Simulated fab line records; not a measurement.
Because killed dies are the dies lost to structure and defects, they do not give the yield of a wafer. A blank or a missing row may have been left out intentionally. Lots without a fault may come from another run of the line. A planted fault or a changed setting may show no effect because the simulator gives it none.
A lot that was struck, set against a sound lot :: flow n5_finfet :: 18 steps out of a route of 1938
Sound: these wafers, L887.1, L887.3, L887.4. Struck: wafer L889.5; the same lot's L889.3 was not struck, so it is left out; see the end for the cause.
Order at every step that has rows: each side's tool, ch and its chambers, its first start. Under that, the readings that differ: sound wafers :: struck wafers :: difference of the means :: sigmas: that difference in standard deviations of wafers without a fault.
alike: words and numbers the same on both sides, and readings whose means are apart by under 2 such deviations; not compared: readings that were withheld, readings missing a value for some wafer, numbers with overlapping values and no deviation given by the record, and bounds like >300 which may hide the same value.
A row with sigmas, a row that says differs or no value, or rows on one side alone: a step with any of these is where the two part. Numbers that have no deviation but don't overlap get no sigmas and don't part them. A reading missing from all wafers of one side parts the sides only when that side holds two or more wafers.

first, 1 step without rows for these wafers: N5_MIM_TOP_LITHO_HARDBAKE_09 (time 120 s).
N5_MIM_TOP_LITHO_CD_MEAS_08 targets a cd of 2000 nm.
  sound on cd_sem-01 ch 0, day 16 23:11; struck on cd_sem-01 ch 0, day 18 03:32
  alike: cd_nm
N5_MIM_TOP_LITHO_OVL_MEAS_11:
  sound on overlay-01 ch 0, day 16 23:13; struck on overlay-01 ch 0, day 18 03:34
  alike: MIM_TOP_OVL
N5_MIM_TOP_LITHO_INSPECT_12: inspects for defects (macro).
  struck on defect_inspect-02, day 18 03:36; sound on defect_inspect-01, day 16 23:14
  alike: raw_defect_count
N5_MIM_TOP_LITHO_DESCUM_10: chemistry O2, time 7.9 s.
  sound on rie_diel-06 ch 0,1, day 16 23:19; struck on rie_diel-03 ch 3, day 18 03:51
reading: throttle_valve_pct (%)
sound: 20.35 20.04 20.36
struck: 20.79
difference: +0.54
sigmas: +2
  alike: drypump_motor_current_A, oes_product_au, rf_vpp_V, showerhead_plenum_p_Torr
  not compared: rf_hours_counter_h
N5_MIM_TOP_ETCH_ETCH_00: etches TiN in Cl2/BCl3, target depth 38.5 nm.
  sound on rie_metal-03 ch 0,1, day 16 23:23; struck on rie_metal-01 ch 0, day 18 03:59
  alike: drypump_motor_current_A, mfc_ar_sccm, oes_product_au, throttle_valve_pct
  not compared: rf_hours_counter_h
N5_MIM_TOP_ETCH_STRIP_01: strips in O2.
  sound on rie_diel-02 ch 0,2,3, day 16 23:32; struck on rie_diel-04 ch 0, day 18 04:05
reading: drypump_motor_current_A (A)
sound: 4.8 5.1 5.5
struck: 6.1
difference: +1.0
sigmas: +2
  alike: oes_product_au, rf_vpp_V, showerhead_plenum_p_Torr, throttle_valve_pct
  not compared: rf_hours_counter_h
N5_MIM_TOP_ETCH_PECVD_03: deposits SiNx from SiH4/NH3/N2, target thk 20 nm, time 17.6 s.
  sound on pecvd-01 ch 0,1, day 16 23:37; struck on pecvd-01 ch 1, day 18 04:08
  alike: heater_power_w, showerhead_plenum_p_Torr, throttle_valve_pct
then, 4 steps without rows for these wafers: N5_MIM_BOT_LITHO_HMDS_01 (time 60 s); N5_MIM_BOT_LITHO_COAT_02; N5_MIM_BOT_LITHO_EBR_04; N5_MIM_BOT_LITHO_SOFTBAKE_03 (time 90 s).
N5_MIM_BOT_LITHO_EXPOSE_05: exposes mask MIM BOT.
  sound on krf_scanner-02 ch 0, day 16 23:56; struck on krf_scanner-01 ch 0, day 18 04:20
  alike: mask
then, 3 steps without rows for these wafers: N5_MIM_BOT_LITHO_PEB_06; N5_MIM_BOT_LITHO_DEVELOP_07 (develop time 60 s); N5_MIM_BOT_LITHO_HARDBAKE_09 (time 120 s).
N5_MIM_BOT_LITHO_CD_MEAS_08 targets a cd of 3000 nm.
  sound on cd_sem-01 ch 0, day 17 00:07; struck on cd_sem-02 ch 0, day 18 04:30
reading: cd_nm (nm)
sound: 2998.0 2999.2 2998.7
struck: 3055.1
difference: +56.5
sigmas: +38
N5_MIM_BOT_LITHO_OVL_MEAS_11:
  sound on overlay-01 ch 0, day 17 00:08; struck on overlay-01 ch 0, day 18 04:32
  alike: MIM_BOT_OVL

WHERE THEY PART
Last at N5_MIM_BOT_LITHO_CD_MEAS_08 as far as this record goes, first at N5_MIM_TOP_LITHO_DESCUM_10. Later steps at which nothing parts them and some readings are alike: N5_MIM_BOT_LITHO_OVL_MEAS_11.

WHY: what had been put in by the simulator
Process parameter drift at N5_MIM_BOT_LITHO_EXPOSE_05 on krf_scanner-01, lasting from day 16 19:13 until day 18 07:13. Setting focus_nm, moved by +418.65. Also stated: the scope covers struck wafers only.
